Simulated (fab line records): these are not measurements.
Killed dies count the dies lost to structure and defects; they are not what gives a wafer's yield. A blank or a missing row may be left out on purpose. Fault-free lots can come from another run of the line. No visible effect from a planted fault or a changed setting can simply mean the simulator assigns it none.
Matching of chambers    flow n5-finfet    N5_BEOL_M2_VIA_ETCH_34 on rie-diel-02 has 4 sister chambers
The step etches the open film in C4F6/O2, target depth 69.4 nm, time 65.9 s. 18 wafers are shown with their chamber, then 9 later ones without.

== EACH WAFER AND ITS CHAMBER ==
wafer   chamber  drypump-motor-current-A (A)  showerhead-plenum-p-Torr (Torr)  throttle-valve-pct (%)
L074.1  3        5.3                          2.89                             30.74
L074.4  2        5.6                          3.02                             30.92
L074.5  0        6.8                          2.69                             30.30
L076.3  1        5.9                          2.72                             30.76
L076.4  0        6.8                          2.69                             30.30
L076.6  3        5.3                          2.89                             30.73
L083.1  0        6.8                          2.69                             30.32
L083.4  2        5.7                          3.01                             30.94
L083.5  0        6.8                          2.69                             30.32
L086.1  1        5.9                          2.71                             30.79
L086.3  2        5.6                          3.01                             30.93
L086.5  0        6.8                          2.68                             30.31
L088.1  3        5.3                          2.88                             30.78
L088.2  2        5.6                          3.01                             30.95
L088.5  1        5.9                          2.71                             30.80
L089.3  1        5.9                          2.71                             30.79
L089.4  3        5.3                          2.87                             30.76
L089.5  2        5.6                          3.00                             30.96

SIGNATURES (averages over the wafers above)
reading                   chamber 0  chamber 1  chamber 2  chamber 3  scatter within a chamber
drypump-motor-current-A   6.800      5.900      5.620      5.300      0.0239
showerhead-plenum-p-Torr  2.6880     2.7125     3.0100     2.8825     0.00671
throttle-valve-pct        30.3100    30.7850    30.9400    30.7525    0.0164
Rule: a wafer's distance from a chamber is the root of the sum, over the readings, of the square of ((its reading less the chamber's mean) divided by the reading's scatter). The wafer belongs to the nearest chamber; if the next one is less than 2 further off, it can't be placed. The scatter: take each reading less its chamber's mean, square it, sum over the shown wafers, divide by the number of wafers less the number of chambers, and take the root.

== WAFERS WITHOUT THEIR CHAMBER ==
wafer   drypump-motor-current-A (A)  showerhead-plenum-p-Torr (Torr)  throttle-valve-pct (%)
L091.1  5.3                          2.87                             30.77
L091.2  6.8                          3.02                             30.17
L091.4  6.0                          2.71                             30.80
L092.2  5.3                          2.87                             30.77
L092.4  5.9                          2.71                             30.80
L092.5  6.8                          3.02                             30.17
L093.1  5.6                          3.00                             30.95
L093.4  5.9                          2.71                             30.81
L093.5  6.8                          3.02                             30.17

== WHICH CHAMBER EACH WENT THROUGH ==
wafer   from the rows above  in truth
L091.1  3                    3
L091.2  0                    0
L091.4  1                    1
L092.2  3                    3
L092.4  1                    1
L092.5  0                    0
L093.1  2                    2
L093.4  1                    1
L093.5  0                    0
9 of 9 placed correctly. Not placeable from these rows: 0. 0 placed wrongly.
